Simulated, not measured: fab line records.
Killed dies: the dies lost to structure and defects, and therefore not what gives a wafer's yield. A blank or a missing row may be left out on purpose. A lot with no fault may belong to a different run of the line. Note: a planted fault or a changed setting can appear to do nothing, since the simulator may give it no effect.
Matching of chambers || flow n5-finfet || N5_BEOL_M0_SAQP_ETCH_88 on rie-diel-01 has 4 sister chambers
The step etches underlayer in N2/H2, target depth 6.5 nm, time 5.2 s. 18 wafers are shown with their chamber, then 9 later ones without.

EACH WAFER AND ITS CHAMBER
{"wafer": "L078.1", "chamber": 3, "showerhead-plenum-p-Torr (Torr)": 2.59, "drypump-motor-current-A (A)": 5.6, "throttle-valve-pct (%)": 17.65}
{"wafer": "L078.4", "chamber": 0, "showerhead-plenum-p-Torr (Torr)": 2.69, "drypump-motor-current-A (A)": 5.8, "throttle-valve-pct (%)": 17.79}
{"wafer": "L078.5", "chamber": 0, "showerhead-plenum-p-Torr (Torr)": 2.69, "drypump-motor-current-A (A)": 5.8, "throttle-valve-pct (%)": 17.81}
{"wafer": "L079.1", "chamber": 1, "showerhead-plenum-p-Torr (Torr)": 2.56, "drypump-motor-current-A (A)": 5.7, "throttle-valve-pct (%)": 17.75}
{"wafer": "L079.4", "chamber": 1, "showerhead-plenum-p-Torr (Torr)": 2.56, "drypump-motor-current-A (A)": 5.7, "throttle-valve-pct (%)": 17.77}
{"wafer": "L079.6", "chamber": 0, "showerhead-plenum-p-Torr (Torr)": 2.69, "drypump-motor-current-A (A)": 5.8, "throttle-valve-pct (%)": 17.82}
{"wafer": "L080.3", "chamber": 1, "showerhead-plenum-p-Torr (Torr)": 2.56, "drypump-motor-current-A (A)": 5.7, "throttle-valve-pct (%)": 17.76}
{"wafer": "L080.4", "chamber": 2, "showerhead-plenum-p-Torr (Torr)": 2.47, "drypump-motor-current-A (A)": 4.9, "throttle-valve-pct (%)": 17.44}
{"wafer": "L080.5", "chamber": 0, "showerhead-plenum-p-Torr (Torr)": 2.69, "drypump-motor-current-A (A)": 5.8, "throttle-valve-pct (%)": 17.79}
{"wafer": "L082.1", "chamber": 1, "showerhead-plenum-p-Torr (Torr)": 2.56, "drypump-motor-current-A (A)": 5.6, "throttle-valve-pct (%)": 17.76}
{"wafer": "L082.4", "chamber": 3, "showerhead-plenum-p-Torr (Torr)": 2.59, "drypump-motor-current-A (A)": 5.5, "throttle-valve-pct (%)": 17.67}
{"wafer": "L082.6", "chamber": 0, "showerhead-plenum-p-Torr (Torr)": 2.69, "drypump-motor-current-A (A)": 5.8, "throttle-valve-pct (%)": 17.82}
{"wafer": "L084.1", "chamber": 3, "showerhead-plenum-p-Torr (Torr)": 2.59, "drypump-motor-current-A (A)": 5.5, "throttle-valve-pct (%)": 17.68}
{"wafer": "L084.2", "chamber": 0, "showerhead-plenum-p-Torr (Torr)": 2.69, "drypump-motor-current-A (A)": 5.8, "throttle-valve-pct (%)": 17.82}
{"wafer": "L084.6", "chamber": 3, "showerhead-plenum-p-Torr (Torr)": 2.59, "drypump-motor-current-A (A)": 5.5, "throttle-valve-pct (%)": 17.67}
{"wafer": "L087.1", "chamber": 0, "showerhead-plenum-p-Torr (Torr)": 2.68, "drypump-motor-current-A (A)": 5.8, "throttle-valve-pct (%)": 17.85}
{"wafer": "L087.2", "chamber": 3, "showerhead-plenum-p-Torr (Torr)": 2.59, "drypump-motor-current-A (A)": 5.5, "throttle-valve-pct (%)": 17.71}
{"wafer": "L087.3", "chamber": 1, "showerhead-plenum-p-Torr (Torr)": 2.55, "drypump-motor-current-A (A)": 5.7, "throttle-valve-pct (%)": 17.78}

SIGNATURES, as means of the wafers listed above
{"reading": "showerhead-plenum-p-Torr", "chamber 0": 2.6886, "chamber 1": 2.5580, "chamber 2": 2.4700, "chamber 3": 2.5900, "scatter within a chamber": 0.00344}
{"reading": "drypump-motor-current-A", "chamber 0": 5.800, "chamber 1": 5.680, "chamber 2": 4.900, "chamber 3": 5.520, "scatter within a chamber": 0.0338}
{"reading": "throttle-valve-pct", "chamber 0": 17.8143, "chamber 1": 17.7640, "chamber 2": 17.4400, "chamber 3": 17.6760, "scatter within a chamber": 0.0189}
Rule: a wafer's distance from a chamber is the root of the sum, over the readings, of the square of ((its reading less the chamber's mean) divided by the reading's scatter). If the next closest chamber is less than 2 further off than the closest, the wafer can't be placed; otherwise it belongs to the closest. The scatter: the root of (the sum of the squares of (reading less its chamber's mean) over the shown wafers, divided by (wafers less chambers)).

WAFERS MISSING THEIR CHAMBER
{"wafer": "L088.2", "showerhead-plenum-p-Torr (Torr)": 2.69, "drypump-motor-current-A (A)": 5.8, "throttle-valve-pct (%)": 17.86}
{"wafer": "L088.5", "showerhead-plenum-p-Torr (Torr)": 2.58, "drypump-motor-current-A (A)": 5.5, "throttle-valve-pct (%)": 17.69}
{"wafer": "L088.6", "showerhead-plenum-p-Torr (Torr)": 2.69, "drypump-motor-current-A (A)": 5.8, "throttle-valve-pct (%)": 17.86}
{"wafer": "L090.2", "showerhead-plenum-p-Torr (Torr)": 2.46, "drypump-motor-current-A (A)": 4.9, "throttle-valve-pct (%)": 17.49}
{"wafer": "L090.3", "showerhead-plenum-p-Torr (Torr)": 2.68, "drypump-motor-current-A (A)": 5.8, "throttle-valve-pct (%)": 17.86}
{"wafer": "L090.6", "showerhead-plenum-p-Torr (Torr)": 2.46, "drypump-motor-current-A (A)": 4.9, "throttle-valve-pct (%)": 17.46}
{"wafer": "L092.2", "showerhead-plenum-p-Torr (Torr)": 2.68, "drypump-motor-current-A (A)": 5.8, "throttle-valve-pct (%)": 17.86}
{"wafer": "L092.4", "showerhead-plenum-p-Torr (Torr)": 2.46, "drypump-motor-current-A (A)": 4.9, "throttle-valve-pct (%)": 17.50}
{"wafer": "L092.5", "showerhead-plenum-p-Torr (Torr)": 2.58, "drypump-motor-current-A (A)": 5.5, "throttle-valve-pct (%)": 17.70}

THE CHAMBER EACH PASSED THROUGH
{"wafer": "L088.2", "from the rows above": 0, "in truth": 0}
{"wafer": "L088.5", "from the rows above": 3, "in truth": 3}
{"wafer": "L088.6", "from the rows above": 0, "in truth": 0}
{"wafer": "L090.2", "from the rows above": 2, "in truth": 2}
{"wafer": "L090.3", "from the rows above": 0, "in truth": 0}
{"wafer": "L090.6", "from the rows above": 2, "in truth": 2}
{"wafer": "L092.2", "from the rows above": 0, "in truth": 0}
{"wafer": "L092.4", "from the rows above": 2, "in truth": 2}
{"wafer": "L092.5", "from the rows above": 3, "in truth": 3}
Placed correctly: 9 of 9. From these rows, 0 cannot be placed. Number placed wrongly: 0.
